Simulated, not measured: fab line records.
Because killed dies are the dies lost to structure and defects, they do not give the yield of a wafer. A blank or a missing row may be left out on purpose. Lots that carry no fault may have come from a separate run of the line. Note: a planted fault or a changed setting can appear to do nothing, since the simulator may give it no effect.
Comparing a struck lot with a sound one -- flow nand harc -- 38 steps out of a route of 1302
Sound: the wafers L207.2, L207.4, L207.5. Struck: wafer L209.3 (L209.2, L209.6, from the same lot, were not struck and are left out); the cause is given at the end.
At each step with rows: each side's tool, then ch and its chambers, then its first start. Under that, the readings that differ: sound wafers -- struck wafers -- difference of the means -- sigmas: that difference in standard deviations of wafers without a fault.
alike: readings with means less than 2 such deviations apart, plus words and numbers identical on both sides. not compared: withheld readings, readings lacking a value on some wafer, bounds such as >300 that could conceal the same value, and numbers that have no deviation in the record and whose values overlap.
A row with sigmas, a row that says differs or no value, or rows on one side alone: a step with any of these is where the two part. When numbers do not overlap yet have no deviation, they are printed without sigmas and do not part them. Lack of a reading on every wafer of one side parts them only where that side has two or more wafers.

first, 8 steps without rows for these wafers: NHARC_A_STAIRCASE_HMDS_434 (time 30 s); NHARC_A_STAIRCASE_COAT_435; NHARC_A_STAIRCASE_SOFTBAKE_436 (time 170 s); NHARC_A_STAIRCASE_EBR_437; NHARC_A_STAIRCASE_EXPOSE_438 (exposes mask STAIR REV); NHARC_A_STAIRCASE_PEB_439 (peb time 130 s); NHARC_A_STAIRCASE_DEVELOP_440 (time 140 s); NHARC_A_STAIRCASE_HARDBAKE_442 (time 140 s).
NHARC_A_STAIRCASE_DESCUM_443: chemistry O2, time 3 s.
  sound on rie diel-07 ch 0,1, day 21 01:49; struck on rie diel-07 ch 3, day 23 07:33
  alike: drypump motor current A, oes product au, rf vpp V, showerhead plenum p Torr, throttle valve pct
  not compared: rf hours counter h
NHARC_A_STAIRCASE_ETCH_444: etches the open film in C4F8/O2, target depth 20400 nm, time 6800 s.
  sound on rie diel-07 ch 1,3, day 21 02:01; struck on rie diel-07 ch 0, day 23 08:07
  alike: oes product au, rf fwd power W, rf vpp V
  not compared: rf hours counter h
NHARC_A_STAIRCASE_STRIP_446: strips in O2.
  sound on plasma asher-02 ch 0,1, day 21 06:27; struck on plasma asher-02 ch 0, day 23 12:06
  alike: drypump motor current A, heater power w
  not compared: rf hours counter h
then, 7 steps without rows for these wafers: NHARC_A_STAIRCASE_STRIP_447 (strips in SPM, time 900 s); NHARC_A_STAIRCASE_PRECLEAN_448 (cleans in SC1); NHARC_A_STAIRCASE_SRD_449; NHARC_A_STAIRCASE_CMP_450 (polishes SiO2, target thk 200 nm); NHARC_A_STAIRCASE_CMP_152 (polishes); NHARC_A_STAIRCASE_SRD_154; NHARC_A_STAIRCASE_ETCH_403 (etches SiO2 in dHF, target depth 108.2 nm).
NHARC_A_STAIRCASE_ETCHBACK_422: etches the open film in CH3F/O2, target depth 40 nm, time 74.286 s.
  sound on rie diel-01 ch 2,3, day 21 08:01; struck on rie diel-07 ch 1, day 23 13:24
reading,sound,struck,difference,sigmas
oes product au (a.u.),0.92 0.92 0.92,0.99,+0.07,+2
  alike: drypump motor current A, rf fwd power W, rf vpp V, showerhead plenum p Torr, throttle valve pct
  not compared: rf hours counter h
then, 3 steps without rows for these wafers: NHARC_A_STAIRCASE_ETCH_423 (etches SiO2 in dHF, target depth 30 nm); NHARC_A_STAIRCASE_ETCHBACK_157 (etches the open film in CH3F/O2, target depth 90 nm, time 167.14 s); NHARC_A_STAIRCASE_STRIP_475 (strips in O2, time 20 s).
NHARC_A_STAIRCASE_DEP_471: deposits SiO2, target thk 100 nm.
  sound on pecvd-03 ch 0,2, day 21 08:44; struck on pecvd-01 ch 2, day 23 14:17
  alike: heater power outer w, heater power w, rf fwd power W, throttle valve pct
NHARC_A_STAIRCASE_CMP_472: polishes SiO2.
  sound on cmp-04 ch 1,2, day 21 09:02; struck on cmp-04 ch 2, day 23 14:34
  alike: motor current A, retaining ring pressure frac
then, 12 steps without rows for these wafers: NHARC_A_STAIRCASE_SRD_474; NHARC_A_SGD_CUT_DEP_00 (deposits SiNx, target thk 50 nm); NHARC_A_SGD_CUT_DEHYDRATE_01 (time 120 s); NHARC_A_SGD_CUT_HMDS_02 (time 30 s); NHARC_A_SGD_CUT_COAT_56 (time 75 s); NHARC_A_SGD_CUT_COAT_57 (time 65 s); NHARC_A_SGD_CUT_COAT_03 (resist thk 90 nm); NHARC_A_SGD_CUT_SOFTBAKE_04 (time 55 s); NHARC_A_SGD_CUT_EBR_05; NHARC_A_SGD_CUT_EXPOSE_06 (exposes mask SGD); NHARC_A_SGD_CUT_PEB_07 (peb time 65 s); NHARC_A_SGD_CUT_DEVELOP_08 (develop time 35 s).
NHARC_A_SGD_CUT_CD_MEAS_09 targets a cd of 100 nm.
  sound on cd sem-02 ch 0, day 21 10:02; struck on cd sem-03 ch 0, day 23 15:32
  alike: cd nm
-- the record jumps here: 6 days lie between the struck wafers' starts before and after (it left off in module A_SGD_CUT and takes up again in module END, whose first step shown is number 1302 of the route) --
NHARC_END_SORT_01:
  only the struck wafers appear in the record here, on prober-02 ch 0 at day 29 10:40; the sound ones have no rows

WHERE THEY PART
Last at NHARC_END_SORT_01 as far as this record goes, first at NHARC_A_STAIRCASE_ETCHBACK_422.

WHY: what had been put in by the simulator
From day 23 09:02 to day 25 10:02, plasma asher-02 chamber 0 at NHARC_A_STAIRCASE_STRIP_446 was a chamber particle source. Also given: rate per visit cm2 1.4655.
